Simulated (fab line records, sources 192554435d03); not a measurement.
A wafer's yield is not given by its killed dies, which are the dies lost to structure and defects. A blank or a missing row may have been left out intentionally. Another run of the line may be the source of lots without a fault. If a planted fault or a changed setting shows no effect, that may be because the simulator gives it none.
A single fault, viewed from 2 desks | flow n5_finfet | what lay behind the numbers comes last; until then each desk has only its own

== THE DEFECT DESK ==
What the inspections along the route counted, lot by lot: means of the sampled wafers that have a number. The brackets show how far a lot's mean lies from the usual mean; more than 4 standard deviations puts the lot out of limits, marked OUT.
Columns: A = raw_defect_count at N5_BEOL_M15_INSPECT_12, usual 1.9
lot  | first seen here | A
L949 | day 13 02:34    | 1.3
L950 | day 14 07:42    | 1.3
L953 | day 15 08:05    | 4.0
L956 | day 15 17:53    | 2.7
L958 | day 15 20:02    | 4.7
L960 | day 16 23:20    | 2.0
L963 | day 17 08:38    | 2.0
L965 | day 17 19:38    | 1.3
L972 | day 19 04:26    | 1.7
This desk's verdict: no lot among the 9 shows anything out of limits.

== THE METROLOGY DESK ==
Lot by lot, what the gauges showed, no matter which tool ran the lot: averages of those sampled wafers that carry a number. The brackets show how far a lot's mean lies from the usual mean; more than 4 standard deviations puts the lot out of limits, marked OUT. Shown are 7 of the 11 readings it has, namely the first that went out of limits plus those furthest out on some lot.
Columns: A = DIBL_N at N5_BEOL_M4_RC_MEAS_101, usual 36.0 mV/V; B = DIBL_P at N5_BEOL_M4_RC_MEAS_101, usual 36.2 mV/V; C = IOFF_N at N5_BEOL_M4_RC_MEAS_101, usual 0.155 nA/um; D = IOFF_P at N5_BEOL_M4_RC_MEAS_101, usual 0.21 nA/um; E = ION_N at N5_BEOL_M4_RC_MEAS_101, usual 674 uA/um; F = VT_N at N5_BEOL_M4_RC_MEAS_101, usual 250.0 mV; G = cd_nm at N5_BEOL_M15_CD_MEAS_10, usual 360.6 nm
lot  | first seen here | A    | B    | C     | D    | E   | F     | G
L949 | day 9 19:06     | 34.0 | 33.6 | 0.111 | 0.16 | 657 | 255.0 | 361.1
L950 | day 11 04:40    | 36.3 | 36.4 | 0.146 | 0.19 | 668 | 251.3 | 360.5
L953 | day 11 18:32    | 36.0 | 37.2 | 0.162 | 0.23 | 683 | 249.0 | 360.9
L956 | day 12 05:06    | 37.1 | 37.5 | 0.155 | 0.19 | 671 | 249.8 | 361.3
L958 | day 12 12:08    | 36.6 | 35.9 | 0.167 | 0.19 | 678 | 249.1 | 360.5
L960 | day 13 01:10    | 35.0 | 36.2 | 0.159 | 0.20 | 679 | 250.1 | 362.4
L963 | day 13 22:28    | 34.7 | 35.9 | 0.143 | 0.20 | 665 | 249.8 | 377.7 (+16) OUT
L965 | day 14 07:26    | 36.9 | 36.6 | 0.155 | 0.21 | 670 | 250.6 | 393.1 (+30) OUT
L972 | day 15 11:43    | 34.9 | 34.6 | 0.125 | 0.19 | 669 | 253.6 | 360.7
This desk's finding: out of limits on L963, L965; first on L963, day 17 08:35 (cd_nm at N5_BEOL_M15_CD_MEAS_10). L949, L950, L953, L956, L958, L960, L972: within limits.

== PUT TOGETHER ==
The metrology desk could have raised an alarm at day 17 08:35, on L963, L965.
No out-of-limits result turned up at the defect desk.
The defect desk has L963, L965 on record, within its limits.
Every lot named ran N5_BEOL_M15_EXPOSE_07 on krf_scanner-02.

== WHAT THE SIMULATOR PUT IN ==
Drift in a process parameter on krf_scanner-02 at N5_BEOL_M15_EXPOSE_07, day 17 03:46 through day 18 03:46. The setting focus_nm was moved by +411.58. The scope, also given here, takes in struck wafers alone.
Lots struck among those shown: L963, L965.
Delay in hours, fault start to first out-of-limits reading, per desk: metrology desk 5.
